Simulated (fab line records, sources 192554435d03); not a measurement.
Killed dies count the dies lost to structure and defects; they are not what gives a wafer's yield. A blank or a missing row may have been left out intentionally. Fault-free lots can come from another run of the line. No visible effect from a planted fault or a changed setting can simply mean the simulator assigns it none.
Matching of chambers || flow n5_finfet || N5_BEOL_M3_ETCH_64 on rie_diel-01 has 4 sister chambers
The step etches SOC in N2/H2, target depth 75 nm, overetch 15 nm, time 112.5 s. 4 wafers are shown with their chamber, then 9 later ones without.

== EACH WAFER AND ITS CHAMBER ==
{"wafer": "L088.1", "chamber": 0, "showerhead_plenum_p_Torr (Torr)": 2.68}
{"wafer": "L089.4", "chamber": 1, "showerhead_plenum_p_Torr (Torr)": 2.64}
{"wafer": "L090.1", "chamber": 2, "showerhead_plenum_p_Torr (Torr)": 2.43}
{"wafer": "L090.5", "chamber": 3, "showerhead_plenum_p_Torr (Torr)": 2.62}

== WAFERS WITHOUT THEIR CHAMBER ==
{"wafer": "L092.2", "showerhead_plenum_p_Torr (Torr)": 2.68}
{"wafer": "L092.3", "showerhead_plenum_p_Torr (Torr)": 2.43}
{"wafer": "L092.4", "showerhead_plenum_p_Torr (Torr)": 2.62}
{"wafer": "L094.2", "showerhead_plenum_p_Torr (Torr)": 2.62}
{"wafer": "L094.3", "showerhead_plenum_p_Torr (Torr)": 2.68}
{"wafer": "L094.5", "showerhead_plenum_p_Torr (Torr)": 2.68}
{"wafer": "L097.1", "showerhead_plenum_p_Torr (Torr)": 2.63}
{"wafer": "L097.3", "showerhead_plenum_p_Torr (Torr)": 2.68}
{"wafer": "L097.5", "showerhead_plenum_p_Torr (Torr)": 2.63}

== THE CHAMBER EACH PASSED THROUGH ==
{"wafer": "L092.2", "from the rows above": 0, "in truth": 0}
{"wafer": "L092.3", "from the rows above": 2, "in truth": 2}
{"wafer": "L092.4", "from the rows above": 3, "in truth": 3}
{"wafer": "L094.2", "from the rows above": 3, "in truth": 3}
{"wafer": "L094.3", "from the rows above": 0, "in truth": 0}
{"wafer": "L094.5", "from the rows above": 0, "in truth": 0}
{"wafer": "L097.1", "from the rows above": "can't be placed: 3 or 1", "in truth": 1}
{"wafer": "L097.3", "from the rows above": 0, "in truth": 0}
{"wafer": "L097.5", "from the rows above": "can't be placed: 3 or 1", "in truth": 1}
Correct placement for 7 of the 9. From these rows, 2 cannot be placed; in 2 the true chamber is one of the candidates. Number placed wrongly: 0.
How it was worked out, from the rows above alone: a wafer's distance from a chamber is the root of the sum, over the readings, of the square of ((its reading less the chamber's mean) divided by the reading's scatter). If the next closest chamber is less than 2 further off than the closest, the wafer can't be placed; otherwise it belongs to the closest. For every chamber, the mean is computed from those of its wafers that are shown. The scatter: root of mean squared gap, hidden wafer to nearest shown wafer, with one shown wafer a chamber.
